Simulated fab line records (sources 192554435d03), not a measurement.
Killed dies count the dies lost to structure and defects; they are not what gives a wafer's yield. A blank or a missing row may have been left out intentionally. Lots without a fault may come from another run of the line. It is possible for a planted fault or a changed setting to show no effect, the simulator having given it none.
fab line records	flow n5_finfet
record lots=6	wafers=18	last_day=15
route steps=1938 shown BEOL_M12@1613
lots that met no fault: from a run of the same line without faults
start_h: hours from the record's opening day to when the first of the lot's shown wafers began	wait_h: how many hours have passed since the lot's step before this one	" as in the row above	L1.1+2: several wafers, shown together as one row	- no value, or no start was given	* or withheld: withheld	< > ~ a bound
route shown NAME@n: names a module that has steps shown in the file, with the first one's number in the route	usual: mean/standard deviation of fault-free wafers	same: alike in all rows	chamber/n: place in a boat	sites: each site's reading	_std_site: standard deviation of those values	_edge_site: outer sites' mean less inner sites'	radius_mm: for every site, how far away it sits from the centre of the wafer	mask NAME#n: copy n	behind: the last tool/chamber to shape the wafer	hold: why the lot was held/for how many hours/how that ended	device: transistor that didn't switch, given as n, p or np	end of line: at the end of the route, the tests of the same wafers	for a step that has no rows: nothing shown but its recipe	killed: count of dies lost to structure and defects at first sort (not the wafer's yield)	map: dies across one wafer; x = killed, . = not, _ = none there
set.NAME: the setting as run; set.NAME@STEP: as run at that earlier step	model.NAME: the simulator's own value behind a step, which no gauge read
a table for each step, a row for each wafer; lots at some steps of the route
services: the hour from which a tool's chamber was out of use, counted from the record's first day as start_h (under 0 if before that day), plus the number of hours and why
## steps
# step N5_BEOL_M12_OVL_MEAS_11
# recipe points_per_wafer=44
# usual V11_OVL=0/6.4
lot.wafer	tool	chamber	start_h	wait_h	V11_OVL[nm]
L930.1	overlay-01	0	234.87	0.0	1
L930.3	"	0	"	"	-10
L930.6	"	0	"	"	6
L932.3	overlay-02	0	243.64	0.0	-11
L932.5	"	0	"	"	-9
L932.6	"	0	"	"	6
L939.2	overlay-02	0	302.00	0.0	-1
L939.4	"	0	"	"	2
L939.6	"	0	"	"	4
L941.4	overlay-01	0	305.93	0.0	3
L941.5	"	0	"	"	-8
L941.6	"	0	"	"	8
L940.1	overlay-01	0	310.37	0.0	-4
L940.3	"	0	"	"	3
L940.5	"	0	"	"	-1
L945.2	overlay-01	0	329.54	0.0	6
L945.3	"	0	"	"	4
L945.4	"	0	"	"	13
# step N5_BEOL_M12_INSPECT_12
# recipe mode=adi	inspect_instrument=macro
# usual raw_defect_count=2.1/1.5
lot.wafer	tool	chamber	start_h	wait_h	raw_defect_count
L930.1	defect_inspect-01	-	234.90	0.0	5
L930.3	"	-	"	"	3
L930.6	"	-	"	"	3
L932.3	defect_inspect-01	-	243.67	0.0	1
L932.5	"	-	"	"	1
L932.6	"	-	"	"	2
L939.2	defect_inspect-01	-	302.02	0.0	2
L939.4	"	-	"	"	2
L939.6	"	-	"	"	0
L941.4	defect_inspect-02	-	305.96	0.0	0
L941.5	"	-	"	"	6
L941.6	"	-	"	"	3
L940.1	defect_inspect-01	-	310.40	0.0	2
L940.3	"	-	"	"	0
L940.5	"	-	"	"	5
L945.2	defect_inspect-01	-	329.57	0.0	0
L945.3	"	-	"	"	1
L945.4	"	-	"	"	1
# step N5_BEOL_M12_DESCUM_15
# recipe chemistry=O2	time_s=7.9	source_power_w=50	bias_power_w=20	pressure_mtorr=20	rf_frequency_hz=2.712e+07	temp_c=40	o2_flow_sccm=225
# usual drypump_motor_current_A=5.6/0.31	oes_product_au=0.79/0.082	rf_fwd_power_W=49.46/0.17	rf_vpp_V=243.5/1.2	showerhead_plenum_p_Torr=2.11/0.057	throttle_valve_pct=20.47/0.24
# same time_s=7.9
lot.wafer	tool	chamber	start_h	wait_h	drypump_motor_current_A	oes_product_au	rf_fwd_power_W	rf_hours_counter_h	rf_vpp_V	showerhead_plenum_p_Torr	throttle_valve_pct
L930.1	rie_diel-01	1	234.97	0.1	5.5	0.74	49.38	196	244.4	2.16	20.57
L930.3	"	3	"	"	5.4	0.85	49.25	61	242.9	2.03	20.05
L930.6	"	1	"	"	5.5	0.73	49.36	-	243.7	2.16	20.59
L932.3	rie_diel-01	0	243.82	0.1	5.7	0.82	49.55	84	244.7	2.21	20.10
L932.5	"	1	"	"	5.5	0.72	49.62	-	244.7	2.16	20.59
L932.6	"	0	"	"	5.7	0.83	49.23	-	245.7	2.21	20.12
L939.2	rie_diel-03	3	302.12	0.1	5.1	0.70	49.19	206	242.4	2.09	20.61
L939.4	"	1	"	"	5.8	0.74	49.38	161	242.4	2.12	20.56
L939.6	"	3	"	"	5.1	0.70	49.13	-	243.3	2.09	20.61
L941.4	rie_diel-03	2	305.99	0.0	6.2	0.69	49.55	247	243.8	2.08	20.74
L941.5	"	2	"	"	6.2	0.68	49.25	-	243.4	2.08	20.72
L941.6	"	1	"	"	5.8	0.74	49.52	-	243.5	2.12	20.56
L940.1	rie_diel-03	0	310.43	0.0	5.3	0.86	49.49	36	244.6	2.14	20.59
L940.3	"	3	"	"	5.1	0.70	49.50	208	242.7	2.09	20.59
L940.5	"	1	"	"	5.8	0.73	49.17	-	244.0	2.11	20.58
L945.2	rie_diel-01	0	329.63	0.1	5.7	0.79	49.61	115	244.7	2.20	20.16
L945.3	"	1	"	"	5.5	0.72	49.46	234	243.7	2.15	20.63
L945.4	"	2	"	"	5.7	0.90	49.65	25	245.0	2.16	20.59
# step N5_BEOL_M12_ETCH_59
# recipe chemistry=N2/H2	target=BARC	target_depth_a=890	overetch_a=267	time_s=67.9	ion_energy_ev=200	pressure_mtorr=30	source_w=840	bias_w=150	n2_flow_sccm=200	h2_flow_sccm=200
# step N5_BEOL_M12_VIA_ETCH_16
# recipe chemistry=C4F8/O2/Ar	target=SiOC	pressure_mtorr=30	source_w=3000	bias_w=700	Ar_flow_sccm=400	C4F8_flow_sccm=15	O2_flow_sccm=8	he_inner_torr=15	he_outer_torr=30	target_depth_a=7248	time_s=withheld	ion_energy_ev=250	ends=cleared
# usual drypump_motor_current_A=5.6/0.32	oes_product_au=0.71/0.073	rf_fwd_power_W=2993/8.1	rf_vpp_V=666.0/2.5	showerhead_plenum_p_Torr=3.44/0.082	throttle_valve_pct=24.18/0.24
lot.wafer	tool	chamber	start_h	wait_h	drypump_motor_current_A	oes_product_au	rf_fwd_power_W	rf_vpp_V	showerhead_plenum_p_Torr	throttle_valve_pct
L930.1	rie_diel-01	1	235.06	0.0	5.5	0.67	2988	668.1	3.52	24.32
L930.3	"	3	"	"	5.5	0.77	3005	662.6	3.35	23.97
L930.6	"	1	"	"	5.5	0.68	2986	668.5	3.52	24.33
L932.3	rie_diel-01	0	243.90	0.0	5.7	0.74	2997	670.4	3.57	23.76
L932.5	"	1	"	"	5.5	0.67	3006	670.3	3.52	24.33
L932.6	"	0	"	"	5.7	0.73	2978	670.6	3.57	23.76
L939.2	rie_diel-03	3	302.20	0.0	5.2	0.63	3009	664.6	3.39	24.23
L939.4	"	1	"	"	5.8	0.67	2988	664.4	3.40	24.08
L939.6	"	3	"	"	5.2	0.64	2989	664.3	3.39	24.24
L941.4	rie_diel-03	2	306.07	0.0	6.3	0.61	2991	664.1	3.35	24.22
L941.5	"	2	"	"	6.3	0.62	2994	663.2	3.35	24.21
L941.6	"	1	"	"	5.8	0.66	2990	665.1	3.40	24.07
L940.1	rie_diel-03	0	310.52	0.0	5.3	0.77	2996	667.3	3.51	24.47
L940.3	"	3	"	"	5.1	0.63	2979	665.1	3.38	24.23
L940.5	"	1	"	"	5.8	0.67	2993	664.8	3.40	24.09
L945.2	rie_diel-01	0	329.72	0.0	5.7	0.70	2990	667.9	3.55	23.79
L945.3	"	1	"	"	5.5	0.64	2990	668.4	3.50	24.37
L945.4	"	2	"	"	5.7	0.81	2982	666.3	3.48	24.22
# step N5_BEOL_M12_STRIP_63
# recipe chemistry=N2/H2	power_w=1000	temp_c=250	h2_frac=0.65	overash_fraction=0.3	pressure_mtorr=1000	n2_flow_sccm=1750	h2_flow_sccm=3250
# usual drypump_motor_current_A=5.74/0.14	heater_power_w=359/22	oes_product_au=0.693/0.0047	strip_time_to_endpoint_s=42.6/0.93
lot.wafer	tool	chamber	start_h	wait_h	drypump_motor_current_A	heater_power_w	oes_product_au	rf_hours_counter_h	strip_time_to_endpoint_s
L930.1	plasma_asher-02	1	235.26	-	5.57	355	0.695	116	42.0
L930.3	"	1	"	"	5.59	361	0.693	-	43.8
L930.6	"	0	"	"	5.78	348	0.690	-	41.7
L932.3	plasma_asher-02	0	244.12	-	5.82	352	0.699	-	43.0
L932.5	"	1	"	"	5.58	352	0.693	-	41.2
L932.6	"	0	"	"	5.83	356	0.693	-	40.9
L939.2	plasma_asher-01	0	302.40	-	5.90	388	0.701	82	44.1
L939.4	"	1	"	"	5.63	333	0.692	-	43.1
L939.6	"	0	"	"	5.93	385	0.689	-	43.0
L941.4	plasma_asher-02	0	306.31	-	5.86	360	0.693	-	41.4
L941.5	"	0	"	"	5.84	360	0.693	-	42.3
L941.6	"	1	"	"	5.57	358	0.690	-	41.0
L940.1	plasma_asher-02	1	310.72	-	5.57	349	0.692	130	42.9
L940.3	"	0	"	"	5.85	352	0.694	-	42.8
L940.5	"	0	"	"	5.87	358	0.688	-	42.4
L945.2	plasma_asher-02	1	329.91	-	5.56	353	0.693	133	42.6
L945.3	"	0	"	"	5.86	362	0.691	-	42.4
L945.4	"	1	"	"	5.57	356	0.692	-	42.6
# step N5_BEOL_M12_STRIP_64
# recipe chemistry=N2/H2	power_w=1000	temp_c=250	h2_frac=0.65	overash_fraction=0.3	pressure_mtorr=withheld	n2_flow_sccm=1750	h2_flow_sccm=3250
# usual drypump_motor_current_A=5.74/0.14	heater_power_w=359/21	oes_product_au=0.715/0.0043	strip_time_to_endpoint_s=31.32/0.095
lot.wafer	tool	chamber	start_h	wait_h	drypump_motor_current_A	heater_power_w	oes_product_au	rf_hours_counter_h	strip_time_to_endpoint_s
L930.1	plasma_asher-02	1	235.32	0.0	5.56	358	0.716	116	31.21
L930.3	"	1	"	"	5.56	359	0.716	-	31.26
L930.6	"	0	"	"	5.86	356	0.718	-	31.24
L932.3	plasma_asher-02	0	244.18	0.0	5.86	367	0.724	-	31.36
L932.5	"	1	"	"	5.58	349	0.717	-	31.42
L932.6	"	0	"	"	5.87	358	0.715	-	31.34
L939.2	plasma_asher-01	0	302.46	0.0	5.87	390	0.721	82	31.46
L939.4	"	1	"	"	5.64	328	0.717	-	31.50
L939.6	"	0	"	"	5.87	393	0.715	-	31.40
L941.4	plasma_asher-02	0	306.37	0.0	5.81	357	0.718	-	31.34
L941.5	"	0	"	"	5.83	358	0.721	-	31.37
L941.6	"	1	"	"	5.56	354	0.705	-	31.36
L940.1	plasma_asher-02	1	310.78	0.0	5.60	368	0.712	130	31.37
L940.3	"	0	"	"	5.84	353	0.720	-	31.37
L940.5	"	0	"	"	5.84	357	0.720	-	31.33
L945.2	plasma_asher-02	1	329.97	0.0	5.58	368	0.713	134	31.47
L945.3	"	0	"	"	5.82	357	0.721	-	31.42
L945.4	"	1	"	"	5.59	348	0.720	-	31.43
# step N5_BEOL_M12_STRIP_71
# recipe chemistry=post_etch_residue_remover	time_s=60	temp_c=25	remover_ph=withheld	remover_water_wt_pct=withheld	remover_fluoride_wt_pct=withheld
# step N5_BEOL_M12_SRD_72
# recipe time_s=30	temp_c=23	rinse_liquid=diw	dry=n2_spin	spin_rpm=1500	dry_time_s=30
# step N5_BEOL_M12_CD_MEAS_17
# recipe target_cd_nm=140	polarity=opening
# usual cd_nm=140.9/2.1
lot.wafer	tool	chamber	start_h	wait_h	cd_nm
L930.1	cd_sem-01	-	235.47	0.0	144.6
L930.3	"	-	"	"	144.7
L930.6	"	-	"	"	142.9
L932.3	cd_sem-03	-	244.31	0.0	141.4
L932.5	"	-	"	"	143.1
L932.6	"	-	"	"	143.0
L939.2	cd_sem-03	-	302.61	0.0	140.9
L939.4	"	-	"	"	144.3
L939.6	"	-	"	"	139.9
L941.4	cd_sem-02	-	306.50	0.0	143.5
L941.5	"	-	"	"	140.0
L941.6	"	-	"	"	142.6
L940.1	cd_sem-03	-	310.93	0.0	136.9
L940.3	"	-	"	"	137.9
L940.5	"	-	"	"	136.5
L945.2	cd_sem-02	-	330.14	0.0	140.2
L945.3	"	-	"	"	140.7
L945.4	"	-	"	"	141.0
# step N5_BEOL_M12_COAT_65
# recipe resist=SOC	temp_c=250	time_s=60	spin_rpm=1500	resist_thk_nm=300
# step N5_BEOL_M12_COAT_66
# recipe resist=SiARC	temp_c=220	time_s=60	spin_rpm=1500	resist_thk_nm=110
# step N5_BEOL_M12_COAT_22
# recipe spin_rpm=2888	resist_thk_nm=300
# usual spin_speed_rpm=2888.0/1.7
lot.wafer	tool	chamber	start_h	wait_h	spin_speed_rpm	model.coat_of_BEOL_M12_COAT_22.thk_nm
L930.1	litho_track-02	0	235.51	-	2886.6	299
L930.3	"	0	"	"	2889.9	299.4
L930.6	"	0	"	"	2886.0	300.2
L932.3	litho_track-05	0	244.35	-	2887.6	299
L932.5	"	0	"	"	2889.6	300
L932.6	"	0	"	"	2887.0	299.2
L939.2	litho_track-05	0	302.65	-	2974.3	295
L939.4	"	0	"	"	2975.8	295.2
L939.6	"	0	"	"	2974.5	294.8
L941.4	litho_track-03	0	306.54	-	2886.2	300.8
L941.5	"	0	"	"	2889.4	301.4
L941.6	"	0	"	"	2887.0	301.2
L940.1	litho_track-05	0	310.98	-	2973.8	296
L940.3	"	0	"	"	2973.4	295.4
L940.5	"	0	"	"	2969.5	295.8
L945.2	litho_track-02	0	330.18	-	2885.7	299.2
L945.3	"	0	"	"	2885.0	299.8
L945.4	"	0	"	"	2885.9	300.4
# step N5_BEOL_M12_EBR_24
# recipe solvent=PGMEA	ebr_width_mm=1.5
# step N5_BEOL_M12_SOFTBAKE_23
# recipe temp_c=130	time_s=60
# step N5_BEOL_M12_EXPOSE_25
# recipe mask_id=M12	na=0.93	source_shape=conventional	sigma_outer=0.4	polarization=unpolarized	dose_mj=21.8
# step N5_BEOL_M12_PEB_26
# recipe peb_temp_c=130	peb_time_s=90
# step N5_BEOL_M12_DEVELOP_27
# recipe develop_time_s=45	rinse_liquid=diw	dry=air_spin	dev_temp_c=21
# step N5_BEOL_M12_HARDBAKE_32
# recipe temp_c=130	time_s=120
# step N5_BEOL_M12_CD_MEAS_28
# recipe target_cd_nm=160.2	landing_energy_ev=500	detector=se_inlens	polarity=opening
# usual cd_nm=159.6/1.7
# same landing_energy_ev=500
lot.wafer	tool	chamber	start_h	wait_h	cd_nm
L930.1	cd_sem-01	0	235.92	-	159.2
L930.3	"	0	"	"	159.6
L930.6	"	0	"	"	157.5
L932.3	cd_sem-01	0	244.64	-	159.6
L932.5	"	0	"	"	158.3
L932.6	"	0	"	"	158.8
L939.2	cd_sem-01	0	302.94	-	161.0
L939.4	"	0	"	"	161.0
L939.6	"	0	"	"	164.0
L941.4	cd_sem-01	0	306.95	-	160.8
L941.5	"	0	"	"	159.8
L941.6	"	0	"	"	160.0
L940.1	cd_sem-03	0	311.26	-	158.2
L940.3	"	0	"	"	156.8
L940.5	"	0	"	"	157.9
L945.2	cd_sem-01	0	330.46	-	159.9
L945.3	"	0	"	"	160.5
L945.4	"	0	"	"	159.3
# step N5_BEOL_M12_OVL_MEAS_29
# recipe points_per_wafer=44
# usual M12_OVL=0/5.4
lot.wafer	tool	chamber	start_h	wait_h	M12_OVL[nm]
L930.1	overlay-01	0	235.95	0.0	-10
L930.3	"	0	"	"	-1
L930.6	"	0	"	"	2
L932.3	overlay-01	0	244.67	0.0	-2
L932.5	"	0	"	"	-2
L932.6	"	0	"	"	4
L939.2	overlay-01	0	302.97	0.0	-9
L939.4	"	0	"	"	-6
L939.6	"	0	"	"	2
L941.4	overlay-01	0	306.98	0.0	7
L941.5	"	0	"	"	-3
L941.6	"	0	"	"	2
L940.1	overlay-01	0	311.29	0.0	2
L940.3	"	0	"	"	4
L940.5	"	0	"	"	-7
L945.2	overlay-01	0	330.49	0.0	5
L945.3	"	0	"	"	10
L945.4	"	0	"	"	6
# step N5_BEOL_M12_INSPECT_30
# recipe mode=adi	inspect_instrument=macro
# usual raw_defect_count=1.9/1.4
lot.wafer	tool	chamber	start_h	wait_h	raw_defect_count
L930.1	defect_inspect-01	-	235.97	0.0	0
L930.3	"	-	"	"	1
L930.6	"	-	"	"	1
L932.3	defect_inspect-01	-	244.69	0.0	2
L932.5	"	-	"	"	2
L932.6	"	-	"	"	2
L939.2	defect_inspect-02	-	302.99	0.0	0
L939.4	"	-	"	"	1
L939.6	"	-	"	"	0
L941.4	defect_inspect-02	-	307.00	0.0	1
L941.5	"	-	"	"	1
L941.6	"	-	"	"	1
L940.1	defect_inspect-01	-	311.31	0.0	3
L940.3	"	-	"	"	1
L940.5	"	-	"	"	1
L945.2	defect_inspect-02	-	330.51	0.0	2
L945.3	"	-	"	"	2
L945.4	"	-	"	"	3
# step N5_BEOL_M12_DESCUM_33
# recipe chemistry=O2	time_s=7.9	source_power_w=50	bias_power_w=20	pressure_mtorr=20	rf_frequency_hz=2.712e+07	temp_c=40	o2_flow_sccm=225
# usual drypump_motor_current_A=5.56/0.25	oes_product_au=0.80/0.079	rf_fwd_power_W=49.51/0.18	rf_vpp_V=243.4/1.3	showerhead_plenum_p_Torr=2.11/0.067	throttle_valve_pct=20.44/0.28
# same time_s=7.9
lot.wafer	tool	chamber	start_h	wait_h	drypump_motor_current_A	oes_product_au	rf_fwd_power_W	rf_hours_counter_h	rf_vpp_V	showerhead_plenum_p_Torr	throttle_valve_pct
L930.1	rie_diel-01	1	236.05	0.1	5.48	0.73	49.70	196	244.9	2.16	20.59
L930.3	"	3	"	"	5.47	0.85	49.49	62	243.0	2.03	20.05
L930.6	"	1	"	"	5.49	0.73	49.34	-	245.1	2.16	20.58
L932.3	rie_diel-01	0	244.95	0.3	5.77	0.83	49.73	84	246.4	2.21	20.12
L932.5	"	1	"	"	5.46	0.74	49.82	-	244.3	2.16	20.59
L932.6	"	3	"	"	5.51	0.85	49.24	-	242.3	2.03	20.06
L939.2	rie_diel-06	0	303.02	0.0	5.90	0.80	49.29	110	242.8	1.99	20.07
L939.4	"	3	"	"	5.15	0.68	49.64	216	244.8	2.17	21.00
L939.6	"	2	"	"	5.50	0.78	49.65	-	244.0	2.08	20.41
L941.4	rie_diel-06	0	307.03	0.0	5.92	0.80	49.42	111	240.4	1.99	20.10
L941.5	"	2	"	"	5.51	0.78	49.49	-	243.3	2.08	20.40
L941.6	"	1	"	"	5.62	0.96	49.46	-	244.4	2.13	20.44
L940.1	rie_diel-06	2	311.42	0.1	5.50	0.79	49.90	118	242.9	2.08	20.42
L940.3	"	3	"	"	5.13	0.68	49.59	218	244.0	2.17	20.98
L940.5	"	2	"	"	5.50	0.79	49.66	-	243.9	2.08	20.41
L945.2	rie_diel-03	3	330.55	0.0	5.15	0.69	49.28	217	244.3	2.08	20.63
L945.3	"	1	"	"	5.76	0.74	49.37	172	242.3	2.11	20.56
L945.4	"	0	"	"	5.29	0.86	49.73	-	243.8	2.14	20.60
# step N5_BEOL_M12_ETCH_67
# recipe chemistry=CF4	target=SiARC	target_depth_a=1430	time_s=238.3	ion_energy_ev=80	pressure_mtorr=40	source_w=545	bias_w=36	Ar_flow_sccm=100	cf4_flow_sccm=100	ends=cleared
# usual cf4_flow_sccm=100.0/0.31	drypump_motor_current_A=5.56/0.25	etch_rf_on_time_s=238/6.3	oes_product_au=0.68/0.065	rf_fwd_power_W=543.7/1.7	rf_vpp_V=184.4/1.2	showerhead_plenum_p_Torr=2.16/0.056	throttle_valve_pct=15.63/0.27
lot.wafer	tool	chamber	start_h	wait_h	cf4_flow_sccm	drypump_motor_current_A	etch_rf_on_time_s	oes_product_au	rf_fwd_power_W	rf_hours_counter_h	rf_vpp_V	showerhead_plenum_p_Torr	throttle_valve_pct	model.coat_of_BEOL_M12_COAT_22.thk_nm
L930.1	rie_diel-01	1	236.09	0.0	99.8	5.47	237	0.64	544.2	196	185.3	2.22	15.87	210.4
L930.3	"	3	"	"	100.0	5.48	247	0.72	544.1	62	182.7	2.09	15.31	210.8
L930.6	"	1	"	"	100.2	5.48	237	0.64	546.4	-	185.3	2.22	15.86	211.4
L932.3	rie_diel-01	0	244.99	0.0	99.9	5.73	236	0.70	542.4	84	186.2	2.24	15.23	210.2
L932.5	"	1	"	"	99.8	5.47	234	0.64	543.9	-	184.7	2.22	15.88	211.4
L932.6	"	3	"	"	100.1	5.48	246	0.71	543.4	-	183.4	2.09	15.30	211
L939.2	rie_diel-06	0	303.06	0.0	99.7	5.90	230	0.69	543.6	110	184.0	2.07	15.49	206.2
L939.4	"	3	"	"	100.3	5.11	238	0.59	544.8	216	182.9	2.22	16.15	206.8
L939.6	"	2	"	"	100.3	5.49	232	0.67	546.8	-	185.7	2.15	15.66	206
L941.4	rie_diel-06	0	307.07	0.0	99.8	5.90	234	0.68	543.0	111	182.4	2.07	15.48	212
L941.5	"	2	"	"	99.8	5.51	237	0.67	541.9	-	186.2	2.15	15.68	212.4
L941.6	"	1	"	"	99.9	5.65	229	0.82	543.8	-	186.0	2.18	15.56	212.4
L940.1	rie_diel-06	2	311.45	0.0	100.3	5.50	231	0.68	544.6	118	185.1	2.15	15.64	207.4
L940.3	"	3	"	"	100.1	5.13	233	0.60	547.6	218	185.0	2.22	16.17	206.8
L940.5	"	2	"	"	99.9	5.50	231	0.68	545.5	-	184.4	2.15	15.67	207.6
L945.2	rie_diel-03	3	330.58	0.0	100.4	5.13	248	0.58	542.8	217	182.5	2.13	15.78	210.6
L945.3	"	1	"	"	100.0	5.76	248	0.61	540.3	172	183.7	2.14	15.67	211.6
L945.4	"	0	"	"	100.4	5.34	245	0.72	544.3	-	183.7	2.18	15.68	212
# step N5_BEOL_M12_ETCH_68
# recipe chemistry=N2/H2	target=SOC	mask_material=SiARC	source_w=3000	bias_w=350	temp_c=40	time_s=285	ion_energy_ev=200	pressure_mtorr=30	n2_flow_sccm=200	h2_flow_sccm=200
## services
tool	chamber	start_h	hours	kind
litho_track-05	-	212.44	-	consumable_replace:filter
rie_diel-06	-	232.17	14.6	pm
rie_diel-01	2	232.53	-	clean
rie_diel-01	2	232.53	-	consumable_replace:focus_ring
rie_diel-01	2	232.53	27.3	scheduled_down
rie_diel-01	2	232.53	27.3	vent_cycle
rie_diel-03	2	263.59	3.8	repair
rie_diel-06	1	265.85	-	clean
rie_diel-06	1	265.85	-	consumable_replace:focus_ring
rie_diel-06	1	265.85	16.0	scheduled_down
rie_diel-06	1	265.85	16.0	vent_cycle
litho_track-05	-	270.09	-	consumable_replace:filter
plasma_asher-01	-	295.54	3.3	repair
rie_diel-03	2	313.92	-	clean
rie_diel-03	2	313.92	-	consumable_replace:focus_ring
rie_diel-03	2	313.92	18.7	scheduled_down
rie_diel-03	2	313.92	18.7	vent_cycle
rie_diel-03	0	317.64	4.0	repair
## key
first_sign step=N5_BEOL_M12_COAT_22	reading=spin_speed_rpm	direction=up	sigmas=50	usual=*	struck=*
effect none on later readings
model_effect step=N5_BEOL_M12_COAT_22	value=coat_of_BEOL_M12_COAT_22.thk_nm	without=299.7	struck=295.4
model_effect step=N5_BEOL_M12_ETCH_67	value=coat_of_BEOL_M12_COAT_22.thk_nm	without=211.2	struck=206.8
met_at N5_BEOL_M12_COAT_22
struck_wafers L939.2,L939.4,L939.6,L940.1,L940.3,L940.5
onset_between 244.35 302.65
fault kind=process_parameter_drift	tool=litho_track-05	chamber=-	onset_h=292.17	steps=N5_BEOL_M12_COAT_22	channel=spin_rpm	offset=*	shape=step	end_h=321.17	acts_in=*	stated=*
